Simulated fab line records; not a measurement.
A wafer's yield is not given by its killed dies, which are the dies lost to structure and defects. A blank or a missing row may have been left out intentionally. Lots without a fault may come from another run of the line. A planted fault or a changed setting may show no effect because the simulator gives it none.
A struck lot beside a sound one | flow nand harc | 13 steps out of a route of 1302
Sound: these wafers, L817.2, L817.5, L817.6. Wafers struck: L828.2, L828.3, L828.4. Last of all comes the cause.
For every step that has rows: the tool of each side, followed by ch and its chambers, followed by its first start. Under that, the readings that differ: sound wafers | struck wafers | difference of the means | sigmas: that difference in standard deviations of wafers without a fault.
alike: words and numbers the same on both sides, and readings whose means are apart by under 2 such deviations; not compared: readings that were withheld, readings missing a value for some wafer, numbers with overlapping values and no deviation given by the record, and bounds like >300 which may hide the same value.
Wherever a step has rows on one side only, a row that says differs or no value, or a row with sigmas, the two part there. Numbers that don't overlap but have no deviation are shown without sigmas and don't part them. Lack of a reading on every wafer of one side parts them only where that side has two or more wafers.

NHARC_A_SOURCE_PLATE_THK_MEAS_09: measures by ellipsometry.
  struck on film metro-02, day 11 17:49; sound on film metro-02, day 7 02:31
  alike: thk nm
then, 3 steps without rows for these wafers: NHARC_A_SOURCE_PLATE_PVD_04 (deposits WSi2, target thk 50 nm); NHARC_A_SOURCE_PLATE_CVD_03 (deposits poly-Si, target thk 200 nm, time 4000 s); NHARC_A_SOURCE_PLATE_ANNEAL_05 (time 1800 s).
NHARC_A_SOURCE_PLATE_THK_MEAS_06: measures by ellipsometry.
  struck on film metro-01, day 12 06:27; sound on film metro-02, day 7 15:23
  alike: thk nm
NHARC_A_SOURCE_PLATE_INSPECT_08:
  struck on defect inspect-02, day 12 06:31; sound on defect inspect-01, day 7 15:27
  alike: raw defect count
then, 1 step without rows for these wafers: NHARC_A_ONON_D1_DEP_00 (target thk 1000 nm).
NHARC_A_ONON_D1_THK_MEAS_02: measures by ellipsometry.
  struck on film metro-02, day 12 07:05; sound on film metro-02, day 7 16:02
  alike: thk nm
then, 1 step without rows for these wafers: NHARC_A_ONON_D1_DEP_03 (target thk 1000 nm).
NHARC_A_ONON_D1_THK_MEAS_05: measures by ellipsometry.
  struck on film metro-01, day 12 07:40; sound on film metro-02, day 7 16:36
  reading     | sound       | struck         | difference | sigmas
  thk nm (nm) | 988 987 990 | 1006 1006 1006 | +18        | +3
NHARC_A_ONON_D1_DEP_06: target thk 1000 nm.
  sound on pecvd onon-01 ch 0, day 7 16:43; struck on pecvd onon-04 ch 0, day 12 07:47
NHARC_A_ONON_D1_THK_MEAS_08: measures by ellipsometry.
  struck on film metro-02, day 12 08:14; sound on film metro-02, day 7 17:10
  reading     | sound       | struck         | difference | sigmas
  thk nm (nm) | 997 995 995 | 1070 1067 1066 | +72        | +6
then, 1 step without rows for these wafers: NHARC_A_ONON_D1_DEP_09 (target thk 1000 nm).

== WHERE THEY PART ==
First at NHARC_A_ONON_D1_THK_MEAS_05; last, within this record, at NHARC_A_ONON_D1_THK_MEAS_08.

WHY: what had been put in by the simulator
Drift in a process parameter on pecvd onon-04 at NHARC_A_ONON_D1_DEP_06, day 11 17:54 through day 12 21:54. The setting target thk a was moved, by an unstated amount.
